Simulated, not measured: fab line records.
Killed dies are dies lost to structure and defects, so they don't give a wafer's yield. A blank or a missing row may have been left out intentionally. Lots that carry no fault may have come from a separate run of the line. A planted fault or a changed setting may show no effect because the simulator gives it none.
Which tool is to blame? + flow nand_harc + 24 lots, 72 wafers sampled, at 5 steps of a route of 1159

## WHAT THE GAUGES SHOWED, per wafer
NHARC_A_CONTACT_OVL_MEAS_43.
| lot  | measured     | on         | overlay_x_nm (nm) | overlay_y_nm (nm) |
|------|--------------|------------|-------------------|-------------------|
| L075 | day 16 06:31 | overlay-01 | -0.2 -0.2 -0.3    | 1.2 1.7 1.4       |
| L074 | day 16 10:38 | overlay-02 | 1.1 1.0 1.4       | 0.4 0.6 0.9       |
| L076 | day 16 16:44 | overlay-01 | -0.2 0.4 0.2      | 0.5 1.2 0.9       |
| L077 | day 16 17:31 | overlay-01 | 0.1 0.0 0.3       | 0.7 1.0 1.2       |
| L078 | day 17 19:30 | overlay-01 | 0.1 0.2 0.3       | 0.0 -0.3 -0.6     |
| L079 | day 17 20:28 | overlay-01 | 0.4 -0.3 0.5      | -0.8 0.3 -0.5     |
| L080 | day 17 23:54 | overlay-02 | -0.2 0.2 0.1      | 0.8 1.2 1.0       |
| L082 | day 18 09:07 | overlay-01 | -1.7 -1.2 -1.4    | -2.3 -1.9 -2.0    |
| L083 | day 18 11:15 | overlay-02 | 0.5 0.7 0.0       | -0.1 -0.6 -0.4    |
| L081 | day 18 16:03 | overlay-02 | 0.9 0.1 -0.3      | 0.6 0.6 0.6       |
| L086 | day 19 02:38 | overlay-01 | -0.9 -1.3 -0.8    | 0.7 0.7 0.4       |
| L084 | day 19 04:53 | overlay-01 | 0.5 0.9 0.8       | 1.4 0.8 0.4       |
| L085 | day 19 10:02 | overlay-01 | -0.5 -0.6 -0.8    | 0.8 0.9 1.1       |
| L087 | day 19 13:08 | overlay-01 | -1.9 -1.9 -1.7    | 0.5 0.0 0.5       |
| L089 | day 19 21:02 | overlay-02 | 0.1 -0.1 -0.5     | 0.4 0.2 0.5       |
| L088 | day 19 21:19 | overlay-02 | -0.4 -0.6 -0.8    | 1.2 0.7 1.1       |
| L090 | day 20 15:12 | overlay-01 | -0.3 -0.4 -0.1    | 0.1 -0.3 0.0      |
| L093 | day 20 16:02 | overlay-02 | 1.1 1.2 1.1       | -0.1 -0.5 -0.7    |
| L091 | day 20 21:41 | overlay-02 | 0.4 0.1 0.6       | -0.5 0.0 0.1      |
| L094 | day 21 12:41 | overlay-02 | 0.3 0.7 0.5       | -1.3 -1.3 -0.9    |
| L092 | day 21 15:22 | overlay-02 | -1.4 -0.6 -0.6    | 0.1 0.9 -0.2      |
| L095 | day 21 18:29 | overlay-02 | 0.6 0.6 0.9       | -1.0 -0.7 -0.9    |
| L096 | day 21 23:27 | overlay-01 | 0.6 0.5 0.3       | 0.4 0.5 0.5       |
| L097 | day 22 04:40 | overlay-01 | -1.5 -1.6 -1.5    | 0.1 0.9 0.5       |

NHARC_A_CONTACT_OVL_MEAS_70.
| lot  | measured     | on         | overlay_x_nm (nm) | overlay_y_nm (nm) |
|------|--------------|------------|-------------------|-------------------|
| L075 | day 16 19:25 | overlay-01 | -0.7 -0.7 -0.9    | 0.0 0.1 0.2       |
| L074 | day 16 20:58 | overlay-02 | -1.4 -1.5 -1.9    | 0.8 0.5 0.8       |
| L076 | day 17 00:35 | overlay-02 | 0.5 0.7 0.8       | 0.5 0.4 0.3       |
| L077 | day 17 02:01 | overlay-01 | 0.5 1.1 0.5       | 0.3 0.5 0.0       |
| L078 | day 18 03:36 | overlay-01 | -0.1 0.4 0.8      | 0.0 -0.3 -0.4     |
| L079 | day 18 06:45 | overlay-01 | 0.9 0.1 0.3       | 0.7 1.0 0.5       |
| L080 | day 18 08:27 | overlay-02 | -0.4 -0.2 0.2     | 1.1 1.1 1.0       |
| L082 | day 18 17:00 | overlay-01 | 0.0 0.0 0.1       | -0.9 -0.6 -1.0    |
| L083 | day 18 18:52 | overlay-01 | 0.9 0.4 0.0       | 0.3 -0.2 -0.5     |
| L081 | day 18 22:50 | overlay-01 | 0.9 0.2 0.1       | -0.1 0.3 -0.1     |
| L086 | day 19 09:52 | overlay-02 | -0.8 -0.2 0.3     | 0.7 0.7 0.5       |
| L084 | day 19 12:14 | overlay-02 | -0.3 -0.3 -0.4    | -0.8 -0.6 -0.8    |
| L085 | day 19 18:36 | overlay-01 | 0.4 0.1 0.4       | -1.1 -0.6 -1.3    |
| L087 | day 19 23:39 | overlay-01 | 0.3 -0.1 0.9      | 0.5 0.3 1.0       |
| L089 | day 20 04:02 | overlay-02 | -0.5 -0.6 -0.4    | -0.4 0.5 -0.2     |
| L088 | day 20 04:40 | overlay-01 | -0.9 -1.1 -0.5    | -0.5 -0.2 -1.1    |
| L090 | day 20 23:27 | overlay-02 | 0.2 0.6 -0.1      | 0.4 -0.6 -0.4     |
| L093 | day 21 01:35 | overlay-02 | -0.2 -0.1 0.0     | -0.2 -0.2 0.0     |
| L091 | day 21 07:58 | overlay-02 | 1.4 1.5 1.6       | 1.8 1.9 1.8       |
| L094 | day 21 20:18 | overlay-01 | -0.4 -0.4 -0.8    | 0.1 0.4 0.0       |
| L092 | day 22 00:54 | overlay-02 | 1.2 1.4 1.2       | 0.1 0.1 -0.1      |
| L095 | day 22 01:35 | overlay-01 | -0.8 -1.4 -1.5    | 0.4 0.5 0.5       |
| L096 | day 22 06:22 | overlay-02 | 0.2 0.1 -0.2      | -0.2 -0.1 -0.5    |
| L097 | day 22 12:07 | overlay-02 | -0.6 -0.7 -0.8    | 0.4 0.2 0.5       |

## WHICH TOOL RAN EACH LOT (tool, then ch and the chambers of the sampled wafers, then the start)
| lot  | NHARC_A_CONTACT_ETCH_49                       | NHARC_A_CONTACT_ETCH_50                       | NHARC_A_CONTACT_ETCH_119             |
|------|-----------------------------------------------|-----------------------------------------------|--------------------------------------|
| L075 | rie_diel-12 ch 0,1,2, day 16 09:22 or earlier | rie_diel-12 ch 1,2, day 16 09:22 or earlier   | har_cap_etch-01 ch 0,1, day 16 09:22 |
| L074 | rie_diel-12 ch 0,1,2, day 16 13:05 or earlier | rie_diel-12 ch 0,1,2, day 16 13:05 or earlier | har_cap_etch-01 ch 0,1, day 16 13:05 |
| L076 | rie_diel-12 ch 1,2,3, day 16 18:56 or earlier | rie_diel-12 ch 0,1,2, day 16 18:56 or earlier | har_cap_etch-03 ch 0,1, day 16 18:56 |
| L077 | rie_diel-04 ch 0,1,3, day 16 19:48 or earlier | rie_diel-04 ch 1,2,3, day 16 19:48 or earlier | har_cap_etch-02 ch 0,1, day 16 19:48 |
| L078 | rie_diel-12 ch 0,1,3, day 17 21:42 or earlier | rie_diel-12 ch 0,1,2, day 17 21:42 or earlier | har_cap_etch-02 ch 0,1, day 17 21:42 |
| L079 | rie_diel-02 ch 0,1,2, day 17 22:40 or earlier | rie_diel-02 ch 1,2,3, day 17 22:40 or earlier | har_cap_etch-01 ch 0,1, day 17 22:40 |
| L080 | rie_diel-12 ch 0,2, day 18 02:07 or earlier   | rie_diel-12 ch 0,1,3, day 18 02:07 or earlier | har_cap_etch-03 ch 0,1, day 18 02:07 |
| L082 | rie_diel-12 ch 0,1,3, day 18 11:19 or earlier | rie_diel-12 ch 0,1,2, day 18 11:19 or earlier | har_cap_etch-02 ch 0,1, day 18 11:19 |
| L083 | rie_diel-12 ch 2,3, day 18 13:26 or earlier   | rie_diel-12 ch 0,1,2, day 18 13:26 or earlier | har_cap_etch-01 ch 0,1, day 18 13:26 |
| L081 | rie_diel-04 ch 0,1,3, day 18 18:15 or earlier | rie_diel-04 ch 0,3, day 18 18:15 or earlier   | har_cap_etch-03 ch 1, day 18 18:15   |
| L086 | rie_diel-12 ch 2,3, day 19 04:50 or earlier   | rie_diel-12 ch 0,1,3, day 19 04:50 or earlier | har_cap_etch-02 ch 0,1, day 19 04:50 |
| L084 | rie_diel-12 ch 1,2,3, day 19 07:33 or earlier | rie_diel-12 ch 0,1,3, day 19 07:33 or earlier | har_cap_etch-03 ch 0, day 19 07:33   |
| L085 | rie_diel-12 ch 0,1,2, day 19 12:18 or earlier | rie_diel-12 ch 1,2,3, day 19 12:18 or earlier | har_cap_etch-01 ch 0,1, day 19 12:18 |
| L087 | rie_diel-02 ch 0,2,3, day 19 17:23 or earlier | rie_diel-02 ch 0,1, day 19 17:23 or earlier   | har_cap_etch-02 ch 0,1, day 19 17:23 |
| L089 | rie_diel-12 ch 1,2,3, day 19 23:16 or earlier | rie_diel-12 ch 0,3, day 19 23:16 or earlier   | har_cap_etch-03 ch 0,1, day 19 23:16 |
| L088 | rie_diel-04 ch 0,1, day 19 23:58 or earlier   | rie_diel-04 ch 0,1, day 19 23:58 or earlier   | har_cap_etch-02 ch 0, day 19 23:58   |
| L090 | rie_diel-12 ch 0,1,2, day 20 17:25 or earlier | rie_diel-12 ch 0,1, day 20 17:25 or earlier   | har_cap_etch-01 ch 1, day 20 17:25   |
| L093 | rie_diel-02 ch 0,3, day 20 20:34 or earlier   | rie_diel-02 ch 2,3, day 20 20:34 or earlier   | har_cap_etch-02 ch 0,1, day 20 20:34 |
| L091 | rie_diel-12 ch 1,2, day 21 00:11 or earlier   | rie_diel-12 ch 1,2, day 21 00:11 or earlier   | har_cap_etch-03 ch 1, day 21 00:11   |
| L094 | rie_diel-02 ch 0,1, day 21 14:54 or earlier   | rie_diel-02 ch 0,1, day 21 14:54 or earlier   | har_cap_etch-01 ch 0,1, day 21 14:54 |
| L092 | rie_diel-02 ch 0,1,2, day 21 17:57 or earlier | rie_diel-02 ch 0,1,2, day 21 17:57 or earlier | har_cap_etch-02 ch 0,1, day 21 17:57 |
| L095 | rie_diel-12 ch 0,3, day 21 20:55 or earlier   | rie_diel-12 ch 1,3, day 21 20:55 or earlier   | har_cap_etch-01 ch 0,1, day 21 20:55 |
| L096 | rie_diel-12 ch 0,2,3, day 22 01:38 or earlier | rie_diel-12 ch 0,2,3, day 22 01:38 or earlier | har_cap_etch-02 ch 0,1, day 22 01:38 |
| L097 | rie_diel-12 ch 0,1,2, day 22 06:54 or earlier | rie_diel-12 ch 0,1,2, day 22 06:54 or earlier | har_cap_etch-01 ch 0,1, day 22 06:54 |
- NHARC_A_CONTACT_ETCH_49: etches the open film in N2/H2, target depth 260 nm, time 475.3 s.
- NHARC_A_CONTACT_ETCH_50: etches the open film in CF4/CHF3, target depth 84.7 nm, time 42.4 s.
- NHARC_A_CONTACT_ETCH_119: etches the open film in C4F8/O2/Ar, time 94 s, target depth 922 nm.

## WHAT THE TOOLS THEMSELVES READ (means of the sampled wafers that have a number; where no wafer has one, the mark that the record gives instead)
NHARC_A_CONTACT_ETCH_49.
| lot  | tool        | drypump_motor_current_A (A) | n2_flow_sccm (sccm) | oes_product_au (a.u.) | rf_vpp_V (V) | showerhead_plenum_p_Torr (Torr) | throttle_valve_pct (%) |
|------|-------------|-----------------------------|---------------------|-----------------------|--------------|---------------------------------|------------------------|
| L075 | rie_diel-12 | 5.72                        | 150.4               | 1.000                 | 430.4        | 2.04                            | 14.175                 |
| L074 | rie_diel-12 | 5.73                        | 150.3               | 1.001                 | 430.7        | 2.04                            | 14.177                 |
| L076 | rie_diel-12 | 5.69                        | 149.8               | 1.005                 | 430.1        | 1.98                            | 14.163                 |
| L077 | rie_diel-04 | 5.59                        | 150.2               | 0.996                 | 432.0        | 2.09                            | 14.170                 |
| L078 | rie_diel-12 | 5.59                        | 150.3               | 0.992                 | 430.3        | 2.04                            | 14.176                 |
| L079 | rie_diel-02 | 5.91                        | 150.1               | 0.994                 | 431.9        | 2.09                            | 14.170                 |
| L080 | rie_diel-12 | 5.75                        | 150.0               | 1.001                 | 429.6        | 2.02                            | 14.167                 |
| L082 | rie_diel-12 | 5.59                        | 149.7               | 1.007                 | 430.5        | 2.04                            | 14.174                 |
| L083 | rie_diel-12 | 5.76                        | 150.0               | 0.996                 | 427.6        | 1.96                            | 14.173                 |
| L081 | rie_diel-04 | 5.58                        | 150.0               | 0.998                 | 430.8        | 2.08                            | 14.167                 |
| L086 | rie_diel-12 | 5.71                        | 150.3               | 0.997                 | 427.7        | 1.96                            | 14.178                 |
| L084 | rie_diel-12 | 5.70                        | 150.2               | 0.993                 | 428.2        | 1.98                            | 14.161                 |
| L085 | rie_diel-12 | 5.72                        | 150.1               | 0.996                 | 430.9        | 2.04                            | 14.172                 |
| L087 | rie_diel-02 | 5.60                        | 150.0               | 1.002                 | 432.4        | 2.09                            | 14.176                 |
| L089 | rie_diel-12 | 5.70                        | 150.4               | 1.005                 | 429.1        | 1.98                            | 14.171                 |
| L088 | rie_diel-04 | 5.50                        | 149.4               | 1.005                 | 431.7        | 2.11                            | 14.172                 |
| L090 | rie_diel-12 | 5.73                        | 150.0               | 1.000                 | 430.6        | 2.03                            | 14.175                 |
| L093 | rie_diel-02 | 5.41                        | 150.4               | 1.003                 | 431.4        | 2.09                            | 14.169                 |
| L091 | rie_diel-12 | 5.84                        | 150.1               | 1.004                 | 428.1        | 1.97                            | 14.159                 |
| L094 | rie_diel-02 | 5.71                        | 150.1               | 0.995                 | 432.0        | 2.08                            | 14.177                 |
| L092 | rie_diel-02 | 5.92                        | 149.8               | 1.005                 | 431.9        | 2.08                            | 14.173                 |
| L095 | rie_diel-12 | 5.45                        | 149.5               | 1.001                 | 429.1        | 2.01                            | 14.168                 |
| L096 | rie_diel-12 | 5.59                        | 149.9               | 0.998                 | 429.7        | 2.01                            | 14.171                 |
| L097 | rie_diel-12 | 5.72                        | 150.2               | 0.998                 | 429.9        | 2.03                            | 14.169                 |

NHARC_A_CONTACT_ETCH_50.
| lot  | tool        | drypump_motor_current_A (A) | oes_product_au (a.u.) | rf_vpp_V (V) | showerhead_plenum_p_Torr (Torr) | throttle_valve_pct (%) |
|------|-------------|-----------------------------|-----------------------|--------------|---------------------------------|------------------------|
| L075 | rie_diel-12 | 5.82                        | 0.963                 | 370.1        | 1.55                            | 16.805                 |
| L074 | rie_diel-12 | 5.72                        | 0.920                 | 370.4        | 1.57                            | 16.809                 |
| L076 | rie_diel-12 | 5.71                        | 0.978                 | 370.4        | 1.57                            | 16.804                 |
| L077 | rie_diel-04 | 5.45                        | 0.945                 | 372.4        | 1.62                            | 16.798                 |
| L078 | rie_diel-12 | 5.73                        | 0.969                 | 370.4        | 1.57                            | 16.801                 |
| L079 | rie_diel-02 | 5.64                        | 0.923                 | 370.9        | 1.58                            | 16.794                 |
| L080 | rie_diel-12 | 5.57                        | 0.962                 | 370.8        | 1.57                            | 16.807                 |
| L082 | rie_diel-12 | 5.73                        | 0.964                 | 371.3        | 1.57                            | 16.805                 |
| L083 | rie_diel-12 | 5.72                        | 0.964                 | 371.1        | 1.57                            | 16.800                 |
| L081 | rie_diel-04 | 5.63                        | 0.918                 | 371.4        | 1.58                            | 16.799                 |
| L086 | rie_diel-12 | 5.55                        | 0.971                 | 371.0        | 1.57                            | 16.803                 |
| L084 | rie_diel-12 | 5.59                        | 0.925                 | 370.2        | 1.57                            | 16.811                 |
| L085 | rie_diel-12 | 5.67                        | 0.953                 | 369.4        | 1.53                            | 16.808                 |
| L087 | rie_diel-02 | 5.70                        | 0.956                 | 372.1        | 1.61                            | 16.813                 |
| L089 | rie_diel-12 | 5.44                        | 0.957                 | 369.2        | 1.55                            | 16.807                 |
| L088 | rie_diel-04 | 5.48                        | 0.928                 | 372.3        | 1.62                            | 16.798                 |
| L090 | rie_diel-12 | 5.70                        | 0.966                 | 371.9        | 1.59                            | 16.801                 |
| L093 | rie_diel-02 | 5.36                        | 0.925                 | 371.4        | 1.57                            | 16.800                 |
| L091 | rie_diel-12 | 5.81                        | 0.972                 | 370.1        | 1.54                            | 16.806                 |
| L094 | rie_diel-02 | 5.68                        | 0.921                 | 371.8        | 1.61                            | 16.804                 |
| L092 | rie_diel-02 | 5.90                        | 0.922                 | 371.3        | 1.60                            | 16.808                 |
| L095 | rie_diel-12 | 5.66                        | 0.962                 | 369.5        | 1.54                            | 16.813                 |
| L096 | rie_diel-12 | 5.60                        | 0.968                 | 369.8        | 1.55                            | 16.797                 |
| L097 | rie_diel-12 | 5.72                        | 0.949                 | 370.9        | 1.57                            | 16.805                 |

NHARC_A_CONTACT_ETCH_119.
| lot  | tool            | oes_air_line_au (a.u.) |
|------|-----------------|------------------------|
| L075 | har_cap_etch-01 | 0.981                  |
| L074 | har_cap_etch-01 | 0.986                  |
| L076 | har_cap_etch-03 | 1.000                  |
| L077 | har_cap_etch-02 | 1.011                  |
| L078 | har_cap_etch-02 | 0.982                  |
| L079 | har_cap_etch-01 | 1.001                  |
| L080 | har_cap_etch-03 | 0.987                  |
| L082 | har_cap_etch-02 | 1.000                  |
| L083 | har_cap_etch-01 | 0.981                  |
| L081 | har_cap_etch-03 | 1.001                  |
| L086 | har_cap_etch-02 | 0.993                  |
| L084 | har_cap_etch-03 | 1.008                  |
| L085 | har_cap_etch-01 | 1.006                  |
| L087 | har_cap_etch-02 | 1.009                  |
| L089 | har_cap_etch-03 | 0.994                  |
| L088 | har_cap_etch-02 | 1.009                  |
| L090 | har_cap_etch-01 | 0.989                  |
| L093 | har_cap_etch-02 | 1.001                  |
| L091 | har_cap_etch-03 | 1.014                  |
| L094 | har_cap_etch-01 | 1.002                  |
| L092 | har_cap_etch-02 | 1.002                  |
| L095 | har_cap_etch-01 | 0.982                  |
| L096 | har_cap_etch-02 | 0.993                  |
| L097 | har_cap_etch-01 | 1.012                  |

## THE ANSWER, worked out from the rows above alone
Rule: what is usual is taken from the lots themselves. Put in order of their means at a reading, lots are off if they are a third of the lots or fewer, leave a main group of 4 or more, and stand apart from it by a gap of 3 or more times the standard deviation of the main group's means; of several such gaps the widest counts. A main group whose means are all the same, to the digits that the tables above print for the reading, isn't used. A lot without any number at a reading at which 4 lots or more have one is off too. All remaining lots with rows at the step are treated as sound. Order of review: gauges by route order, followed by the tools' own readings, for which a lot's mean as printed above is used. At the first step where some lot is off, the reading lying furthest off is the one used; lots without a number count as furthest.
None of the lots is off at any reading shown; this tells nothing.

## WHAT WAS PUT IN BY THE SIMULATOR
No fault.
